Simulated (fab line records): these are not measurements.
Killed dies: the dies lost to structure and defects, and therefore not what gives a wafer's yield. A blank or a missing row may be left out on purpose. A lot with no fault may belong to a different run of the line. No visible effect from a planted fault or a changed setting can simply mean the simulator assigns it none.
Which of the tools did it? / flow n5Finfet / 27 wafers from 9 lots sampled at 5 of the route's 1938 steps

## WHAT THE GAUGES SHOWED, per wafer
N5_BEOL_M4_RC_MEAS_101. Usual: DIBL_N 35.4 mV/V, standard deviation 2.1; DIBL_P 34.8 mV/V, standard deviation 2.6; IOFF_N 0.15 nA/um, standard deviation 0.037; IOFF_P 0.19 nA/um, standard deviation 0.037; ION_N 677 uA/um, standard deviation 16; ION_P 462 uA/um, standard deviation 9.3; SS_N 71.4 mV/dec, standard deviation 0.75; SS_P 72.9 mV/dec, standard deviation 0.77; VT_N 250 mV, standard deviation 3.7; VT_P -251 mV, standard deviation 3.5.
lot=L900; measured=day 8 15:29; on=prober-01; DIBL_N (mV/V)=35.6 39.3 37.9; DIBL_P (mV/V)=34.3 38.9 37.1; IOFF_N (nA/um)=0.13 0.22 0.19; IOFF_P (nA/um)=0.14 0.20 0.18; ION_N (uA/um)=654 684 686; ION_P (uA/um)=441 455 455; SS_N (mV/dec)=71.5 73.0 72.5; SS_P (mV/dec)=72.4 73.8 73.3; VT_N (mV)=255 247 249; VT_P (mV)=-257 -256 -254; flag=
lot=L901; measured=day 8 15:54; on=prober-02; DIBL_N (mV/V)=34.8 35.0 33.1; DIBL_P (mV/V)=32.0 32.7 30.1; IOFF_N (nA/um)=0.13 0.14 0.11; IOFF_P (nA/um)=0.19 0.20 0.17; ION_N (uA/um)=679 682 672; ION_P (uA/um)=472 478 470; SS_N (mV/dec)=70.9 71.0 70.0; SS_P (mV/dec)=72.6 72.5 72.6; VT_N (mV)=250 249 253; VT_P (mV)=-248 -250 -251; flag=
lot=L906; measured=day 9 10:58; on=prober-01; DIBL_N (mV/V)=34.8 37.2 34.0; DIBL_P (mV/V)=33.8 36.0 32.3; IOFF_N (nA/um)=0.13 0.16 0.12; IOFF_P (nA/um)=0.16 0.18 0.13; ION_N (uA/um)=664 678 660; ION_P (uA/um)=456 457 448; SS_N (mV/dec)=71.1 71.7 70.9; SS_P (mV/dec)=73.1 73.2 71.5; VT_N (mV)=251 248 255; VT_P (mV)=-257 -253 -257; flag=
lot=L911; measured=day 11 11:31; on=prober-02; DIBL_N (mV/V)=34.3 39.5 32.7; DIBL_P (mV/V)=34.2 41.3 31.6; IOFF_N (nA/um)=0.13 0.25 0.11; IOFF_P (nA/um)=0.17 0.31 0.14; ION_N (uA/um)=660 712 669; ION_P (uA/um)=454 480 457; SS_N (mV/dec)=71.3 72.6 70.9; SS_P (mV/dec)=71.9 74.3 72.1; VT_N (mV)=251 242 253; VT_P (mV)=-253 -243 -254; flag=
lot=L912; measured=day 11 18:20; on=prober-02; DIBL_N (mV/V)=33.6 35.7 34.1; DIBL_P (mV/V)=33.6 36.7 34.6; IOFF_N (nA/um)=0.15 0.18 0.16; IOFF_P (nA/um)=0.20 0.24 0.22; ION_N (uA/um)=688 682 700; ION_P (uA/um)=480 469 479; SS_N (mV/dec)=70.6 71.7 71.4; SS_P (mV/dec)=72.4 72.5 72.1; VT_N (mV)=246 248 246; VT_P (mV)=-248 -248 -250; flag=
lot=L913; measured=day 11 12:50; on=prober-01; DIBL_N (mV/V)=35.2 35.3 33.4; DIBL_P (mV/V)=34.9 34.9 32.1; IOFF_N (nA/um)=0.15 0.14 0.12; IOFF_P (nA/um)=0.21 0.21 0.17; ION_N (uA/um)=683 679 674; ION_P (uA/um)=467 469 462; SS_N (mV/dec)=71.2 71.3 71.4; SS_P (mV/dec)=73.5 73.1 72.2; VT_N (mV)=248 249 254; VT_P (mV)=-248 -249 -250; flag=
lot=L914; measured=day 11 15:32; on=prober-01; DIBL_N (mV/V)=33.4 32.9 36.4; DIBL_P (mV/V)=32.6 31.6 34.9; IOFF_N (nA/um)=0.11 0.10 0.15; IOFF_P (nA/um)=0.17 0.15 0.20; ION_N (uA/um)=661 643 652; ION_P (uA/um)=455 453 452; SS_N (mV/dec)=71.3 70.7 72.4; SS_P (mV/dec)=72.1 72.0 72.8; VT_N (mV)=254 260 253; VT_P (mV)=-250 -253 -249; flag=
lot=L915; measured=day 11 20:48; on=prober-02; DIBL_N (mV/V)=38.6 33.9 39.1; DIBL_P (mV/V)=39.2 33.0 38.8; IOFF_N (nA/um)=0.20 0.12 0.18; IOFF_P (nA/um)=0.24 0.15 0.23; ION_N (uA/um)=681 668 672; ION_P (uA/um)=474 460 464; SS_N (mV/dec)=72.1 71.0 71.7; SS_P (mV/dec)=73.5 72.4 73.8; VT_N (mV)=248 252 251; VT_P (mV)=-249 -255 -251; flag=
lot=L916; measured=day 12 14:50; on=prober-01; DIBL_N (mV/V)=37.6 35.6 38.4; DIBL_P (mV/V)=37.1 36.4 37.6; IOFF_N (nA/um)=0.17 0.13 0.22; IOFF_P (nA/um)=0.22 0.20 0.24; ION_N (uA/um)=678 662 669; ION_P (uA/um)=467 464 460; SS_N (mV/dec)=71.9 71.2 72.4; SS_P (mV/dec)=73.8 72.4 73.7; VT_N (mV)=248 254 249; VT_P (mV)=-246 -250 -248; flag=

## TOOL THAT RAN EACH LOT (tool first, then ch and the chambers of the sampled wafers, then the start)
lot=L900; N5_BEOL_M0_SAQP_SPACER1_ETCHBACK_99=rieDiel-06 ch 0,3, day 5 19:49; N5_BEOL_M0_SAQP_MANDREL1_REMOVE_100=rieSi-01 ch 0,1,2, day 5 19:54; N5_BEOL_M0_SAQP_ETCH_101=rieDiel-06 ch 0,1,3, day 5 20:03; N5_BEOL_M0_SAQP_RECESS_104=vaporEtch-01 ch 0,1, day 5 21:34
lot=L901; N5_BEOL_M0_SAQP_SPACER1_ETCHBACK_99=rieDiel-02 ch 0,2, day 6 01:20; N5_BEOL_M0_SAQP_MANDREL1_REMOVE_100=rieSi-04 ch 0,1, day 6 01:25; N5_BEOL_M0_SAQP_ETCH_101=rieDiel-04 ch 1,3, day 6 01:34; N5_BEOL_M0_SAQP_RECESS_104=vaporEtch-01 ch 0,1, day 6 02:33
lot=L906; N5_BEOL_M0_SAQP_SPACER1_ETCHBACK_99=rieDiel-02 ch 2,3, day 7 01:34; N5_BEOL_M0_SAQP_MANDREL1_REMOVE_100=rieSi-04 ch 0,1,3, day 7 01:39; N5_BEOL_M0_SAQP_ETCH_101=rieDiel-02 ch 0,1, day 7 01:48; N5_BEOL_M0_SAQP_RECESS_104=vaporEtch-02 ch 0,1, day 7 02:01
lot=L911; N5_BEOL_M0_SAQP_SPACER1_ETCHBACK_99=rieDiel-02 ch 2,3, day 8 13:41; N5_BEOL_M0_SAQP_MANDREL1_REMOVE_100=rieSi-04 ch 2,3, day 8 13:46; N5_BEOL_M0_SAQP_ETCH_101=rieDiel-02 ch 0,2,3, day 8 13:55; N5_BEOL_M0_SAQP_RECESS_104=vaporEtch-01 ch 0,1, day 8 14:15
lot=L912; N5_BEOL_M0_SAQP_SPACER1_ETCHBACK_99=rieDiel-02 ch 0,2, day 9 02:35; N5_BEOL_M0_SAQP_MANDREL1_REMOVE_100=rieSi-01 ch 0,2,3, day 9 02:40; N5_BEOL_M0_SAQP_ETCH_101=rieDiel-02 ch 1,2, day 9 02:49; N5_BEOL_M0_SAQP_RECESS_104=vaporEtch-02 ch 0,1, day 9 03:14
lot=L913; N5_BEOL_M0_SAQP_SPACER1_ETCHBACK_99=rieDiel-04 ch 1,3, day 9 03:50; N5_BEOL_M0_SAQP_MANDREL1_REMOVE_100=rieSi-01 ch 0,1,3, day 9 03:55; N5_BEOL_M0_SAQP_ETCH_101=rieDiel-04 ch 1,2,3, day 9 04:04; N5_BEOL_M0_SAQP_RECESS_104=vaporEtch-02 ch 0, day 9 04:17
lot=L914; N5_BEOL_M0_SAQP_SPACER1_ETCHBACK_99=rieDiel-02 ch 0,2, day 9 10:39; N5_BEOL_M0_SAQP_MANDREL1_REMOVE_100=rieSi-06 ch 1,3, day 9 10:44; N5_BEOL_M0_SAQP_ETCH_101=rieDiel-02 ch 0,2,3, day 9 11:05; N5_BEOL_M0_SAQP_RECESS_104=vaporEtch-01 ch 0,1, day 9 11:19
lot=L915; N5_BEOL_M0_SAQP_SPACER1_ETCHBACK_99=rieDiel-06 ch 0,3, day 9 15:07; N5_BEOL_M0_SAQP_MANDREL1_REMOVE_100=rieSi-06 ch 0,1,2, day 9 15:12; N5_BEOL_M0_SAQP_ETCH_101=rieDiel-06 ch 0,2,3, day 9 15:22; N5_BEOL_M0_SAQP_RECESS_104=vaporEtch-02 ch 0,1, day 9 15:34
lot=L916; N5_BEOL_M0_SAQP_SPACER1_ETCHBACK_99=rieDiel-02 ch 0,2,3, day 9 22:14; N5_BEOL_M0_SAQP_MANDREL1_REMOVE_100=rieSi-04 ch 1,2,3, day 9 22:19; N5_BEOL_M0_SAQP_ETCH_101=rieDiel-04 ch 0,1, day 9 22:28; N5_BEOL_M0_SAQP_RECESS_104=vaporEtch-02 ch 0,1, day 9 22:41
- N5_BEOL_M0_SAQP_SPACER1_ETCHBACK_99: etches SiO2 in CHF3/O2, target depth 15.4 nm, time 7.7 s.
- N5_BEOL_M0_SAQP_MANDREL1_REMOVE_100: chemistry HBr/Cl2/O2, target a-Si, stops on SiNx, bt time 10 s.
- N5_BEOL_M0_SAQP_ETCH_101: etches SiNx in CH3F/O2, target depth 29.9 nm, time 42.7 s.
- N5_BEOL_M0_SAQP_RECESS_104: chemistry HF/NH3, target SiO2, target depth 18 nm, afs cycles 3, sublimation time 60 s.

## AS READ BY THE TOOLS THEMSELVES (means over the sampled wafers that have a number; for cases with no such wafer, the mark the record gives instead)
N5_BEOL_M0_SAQP_SPACER1_ETCHBACK_99. Usual: CHF3_flow_sccm 50.00 sccm, standard deviation 0.16; biasW 170.0 W, standard deviation 0.54; drypumpMotorCurrentA 5.6 A, standard deviation 0.48; oesProductAu 0.76 a.u., standard deviation 0.076; rfVppV 526 V, standard deviation 15; showerheadPlenumPTorr 2.40 Torr, standard deviation 0.071; throttleValvePct 19.0 %, standard deviation 0.34.
lot=L900; tool=rieDiel-06; CHF3_flow_sccm (sccm)=50.10; biasW (W)=169.8; drypumpMotorCurrentA (A)=5.3; oesProductAu (a.u.)=0.80; rfVppV (V)=517; showerheadPlenumPTorr (Torr)=2.33; throttleValvePct (%)=19.1; flag=
lot=L901; tool=rieDiel-02; CHF3_flow_sccm (sccm)=49.97; biasW (W)=169.3; drypumpMotorCurrentA (A)=5.9; oesProductAu (a.u.)=0.74; rfVppV (V)=519; showerheadPlenumPTorr (Torr)=2.41; throttleValvePct (%)=19.1; flag=
lot=L906; tool=rieDiel-02; CHF3_flow_sccm (sccm)=50.00; biasW (W)=170.0; drypumpMotorCurrentA (A)=5.6; oesProductAu (a.u.)=0.72; rfVppV (V)=535; showerheadPlenumPTorr (Torr)=2.37; throttleValvePct (%)=18.9; flag=
lot=L911; tool=rieDiel-02; CHF3_flow_sccm (sccm)=49.80; biasW (W)=170.4; drypumpMotorCurrentA (A)=5.6; oesProductAu (a.u.)=0.70; rfVppV (V)=533; showerheadPlenumPTorr (Torr)=2.36; throttleValvePct (%)=19.0; flag=
lot=L912; tool=rieDiel-02; CHF3_flow_sccm (sccm)=50.11; biasW (W)=170.3; drypumpMotorCurrentA (A)=5.9; oesProductAu (a.u.)=0.72; rfVppV (V)=519; showerheadPlenumPTorr (Torr)=2.40; throttleValvePct (%)=19.2; flag=
lot=L913; tool=rieDiel-04; CHF3_flow_sccm (sccm)=49.96; biasW (W)=169.7; drypumpMotorCurrentA (A)=5.7; oesProductAu (a.u.)=0.73; rfVppV (V)=540; showerheadPlenumPTorr (Torr)=2.47; throttleValvePct (%)=18.8; flag=
lot=L914; tool=rieDiel-02; CHF3_flow_sccm (sccm)=49.93; biasW (W)=170.9; drypumpMotorCurrentA (A)=5.9; oesProductAu (a.u.)=0.69; rfVppV (V)=526; showerheadPlenumPTorr (Torr)=2.38; throttleValvePct (%)=18.9; flag=
lot=L915; tool=rieDiel-06; CHF3_flow_sccm (sccm)=50.05; biasW (W)=169.7; drypumpMotorCurrentA (A)=5.3; oesProductAu (a.u.)=0.76; rfVppV (V)=517; showerheadPlenumPTorr (Torr)=2.32; throttleValvePct (%)=19.1; flag=
lot=L916; tool=rieDiel-02; CHF3_flow_sccm (sccm)=50.02; biasW (W)=169.5; drypumpMotorCurrentA (A)=5.6; oesProductAu (a.u.)=0.88; rfVppV (V)=527; showerheadPlenumPTorr (Torr)=2.37; throttleValvePct (%)=19.2; flag=

N5_BEOL_M0_SAQP_MANDREL1_REMOVE_100. Usual: biasW 29.99 W, standard deviation 0.086; drypumpMotorCurrentA 5.7 A, standard deviation 0.44; oesProductAu 0.999 a.u., standard deviation 0.015; throttleValvePct 36.9 %, standard deviation 0.35.
lot=L900; tool=rieSi-01; biasW (W)=30.02; drypumpMotorCurrentA (A)=5.5; oesProductAu (a.u.)=0.993; throttleValvePct (%)=37.0; flag=
lot=L901; tool=rieSi-04; biasW (W)=30.01; drypumpMotorCurrentA (A)=5.8; oesProductAu (a.u.)=1.004; throttleValvePct (%)=37.3; flag=
lot=L906; tool=rieSi-04; biasW (W)=29.97; drypumpMotorCurrentA (A)=5.8; oesProductAu (a.u.)=1.006; throttleValvePct (%)=37.0; flag=
lot=L911; tool=rieSi-04; biasW (W)=29.96; drypumpMotorCurrentA (A)=5.4; oesProductAu (a.u.)=1.001; throttleValvePct (%)=36.9; flag=
lot=L912; tool=rieSi-01; biasW (W)=29.95; drypumpMotorCurrentA (A)=5.5; oesProductAu (a.u.)=0.992; throttleValvePct (%)=36.8; flag=
lot=L913; tool=rieSi-01; biasW (W)=30.02; drypumpMotorCurrentA (A)=5.3; oesProductAu (a.u.)=0.986; throttleValvePct (%)=37.1; flag=
lot=L914; tool=rieSi-06; biasW (W)=30.01; drypumpMotorCurrentA (A)=6.0; oesProductAu (a.u.)=1.012; throttleValvePct (%)=36.4; flag=
lot=L915; tool=rieSi-06; biasW (W)=29.91; drypumpMotorCurrentA (A)=5.7; oesProductAu (a.u.)=1.011; throttleValvePct (%)=36.7; flag=
lot=L916; tool=rieSi-04; biasW (W)=29.93; drypumpMotorCurrentA (A)=5.6; oesProductAu (a.u.)=1.016; throttleValvePct (%)=36.8; flag=

N5_BEOL_M0_SAQP_ETCH_101. Usual: biasW 72.98 W, standard deviation 0.21; drypumpMotorCurrentA 5.7 A, standard deviation 0.44; oesProductAu 0.76 a.u., standard deviation 0.07; rfVppV 297 V, standard deviation 8.5; showerheadPlenumPTorr 1.98 Torr, standard deviation 0.049; throttleValvePct 16.5 %, standard deviation 0.33.
lot=L900; tool=rieDiel-06; biasW (W)=73.21; drypumpMotorCurrentA (A)=5.3; oesProductAu (a.u.)=0.77; rfVppV (V)=298; showerheadPlenumPTorr (Torr)=1.92; throttleValvePct (%)=16.6; flag=
lot=L901; tool=rieDiel-04; biasW (W)=72.80; drypumpMotorCurrentA (A)=5.7; oesProductAu (a.u.)=0.75; rfVppV (V)=306; showerheadPlenumPTorr (Torr)=2.06; throttleValvePct (%)=16.2; flag=
lot=L906; tool=rieDiel-02; biasW (W)=72.63; drypumpMotorCurrentA (A)=6.0; oesProductAu (a.u.)=0.79; rfVppV (V)=288; showerheadPlenumPTorr (Torr)=1.98; throttleValvePct (%)=16.5; flag=
lot=L911; tool=rieDiel-02; biasW (W)=72.92; drypumpMotorCurrentA (A)=5.6; oesProductAu (a.u.)=0.73; rfVppV (V)=299; showerheadPlenumPTorr (Torr)=1.96; throttleValvePct (%)=16.6; flag=
lot=L912; tool=rieDiel-02; biasW (W)=72.68; drypumpMotorCurrentA (A)=5.8; oesProductAu (a.u.)=0.72; rfVppV (V)=297; showerheadPlenumPTorr (Torr)=1.95; throttleValvePct (%)=16.1; flag=
lot=L913; tool=rieDiel-04; biasW (W)=73.10; drypumpMotorCurrentA (A)=6.0; oesProductAu (a.u.)=0.72; rfVppV (V)=305; showerheadPlenumPTorr (Torr)=2.04; throttleValvePct (%)=16.4; flag=
lot=L914; tool=rieDiel-02; biasW (W)=73.06; drypumpMotorCurrentA (A)=5.6; oesProductAu (a.u.)=0.73; rfVppV (V)=298; showerheadPlenumPTorr (Torr)=1.96; throttleValvePct (%)=16.6; flag=
lot=L915; tool=rieDiel-06; biasW (W)=73.00; drypumpMotorCurrentA (A)=5.1; oesProductAu (a.u.)=0.83; rfVppV (V)=295; showerheadPlenumPTorr (Torr)=1.98; throttleValvePct (%)=16.4; flag=
lot=L916; tool=rieDiel-04; biasW (W)=72.96; drypumpMotorCurrentA (A)=6.2; oesProductAu (a.u.)=0.83; rfVppV (V)=308; showerheadPlenumPTorr (Torr)=1.98; throttleValvePct (%)=16.1; flag=

N5_BEOL_M0_SAQP_RECESS_104. Usual: drypumpMotorCurrentA 5.9 A, standard deviation 0.78; forelinePTorr 0.1280 Torr, standard deviation 0.00035.
lot=L900; tool=vaporEtch-01; drypumpMotorCurrentA (A)=6.0; forelinePTorr (Torr)=0.1279; flag=
lot=L901; tool=vaporEtch-01; drypumpMotorCurrentA (A)=5.9; forelinePTorr (Torr)=0.1275; flag=
lot=L906; tool=vaporEtch-02; drypumpMotorCurrentA (A)=6.1; forelinePTorr (Torr)=0.1277; flag=
lot=L911; tool=vaporEtch-01; drypumpMotorCurrentA (A)=6.0; forelinePTorr (Torr)=0.1282; flag=
lot=L912; tool=vaporEtch-02; drypumpMotorCurrentA (A)=5.4; forelinePTorr (Torr)=0.1280; flag=
lot=L913; tool=vaporEtch-02; drypumpMotorCurrentA (A)=6.8; forelinePTorr (Torr)=0.1284; flag=
lot=L914; tool=vaporEtch-01; drypumpMotorCurrentA (A)=6.0; forelinePTorr (Torr)=0.1284; flag=
lot=L915; tool=vaporEtch-02; drypumpMotorCurrentA (A)=6.1; forelinePTorr (Torr)=0.1275; flag=
lot=L916; tool=vaporEtch-02; drypumpMotorCurrentA (A)=6.1; forelinePTorr (Torr)=0.1277; flag=

## THE ANSWER, worked out from the rows above alone
Rule: a lot counts as off when the mean over its wafers that have a number is more than 3 standard deviations away from the usual mean. Also off: a lot with no number at a reading for which 4 or more lots have one. Where the step has rows for the other lots, those lots are counted as sound. Order of review: gauges by route order, followed by the tools' own readings, for which a lot's mean as printed above is used. The first step at which some lot is off is used, and at that step the reading that is off furthest; a lot without a number counts as furthest.
No lot is off on any of the readings shown, so nothing can be concluded from this.

## WHAT THE SIMULATOR HAD PUT IN
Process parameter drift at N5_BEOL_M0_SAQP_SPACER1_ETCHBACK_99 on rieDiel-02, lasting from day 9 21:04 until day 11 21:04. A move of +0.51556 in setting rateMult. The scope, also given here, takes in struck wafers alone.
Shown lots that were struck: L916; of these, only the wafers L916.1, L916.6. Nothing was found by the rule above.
